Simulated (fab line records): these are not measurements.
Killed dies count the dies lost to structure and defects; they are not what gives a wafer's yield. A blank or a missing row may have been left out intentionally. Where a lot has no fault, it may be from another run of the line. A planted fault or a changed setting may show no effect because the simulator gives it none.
Matching of chambers    flow nand harc    4 sister chambers for NHARC_A_BONDPAD_DESCUM_11 on rie diel-12
The step chemistry O2, time 3 s. 4 wafers are shown with their chamber, then 10 later ones without.

WAFERS, EACH WITH ITS CHAMBER
wafer   chamber  drypump motor current A (A)
L162.3  1        5.3
L162.4  2        6.3
L163.2  0        5.1
L163.4  3        5.0

WAFERS WITH NO CHAMBER GIVEN
wafer   drypump motor current A (A)
L163.5  5.1
L166.1  5.1
L166.3  6.4
L166.4  5.1
L164.1  5.3
L164.3  5.1
L164.4  6.3
L167.3  5.0
L167.4  6.3
L167.6  5.1

WHICH CHAMBER EACH WENT THROUGH
wafer    from the rows above   in truth
L163.5   0                     0
L166.1   0                     0
L166.3   2                     2
L166.4   0                     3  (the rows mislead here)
L164.1   1                     1
L164.3   0                     0
L164.4   2                     2
L167.3   3                     3
L167.4   2                     2
L167.6   0                     0
Correctly placed: 9 of 10. From these rows, 0 cannot be placed. Wrongly placed: 1.
How it was worked out, from the rows above alone: a wafer's distance from a chamber is the root of the sum, over the readings, of the square of ((its reading less the chamber's mean) divided by the reading's scatter). If the next closest chamber is less than 2 further off than the closest, the wafer can't be placed; otherwise it belongs to the closest. For every chamber, the mean is computed from those of its wafers that are shown. The scatter (one wafer shown for each chamber): square how far every hidden wafer sits from the nearest shown wafer, average those squares and take the square root.
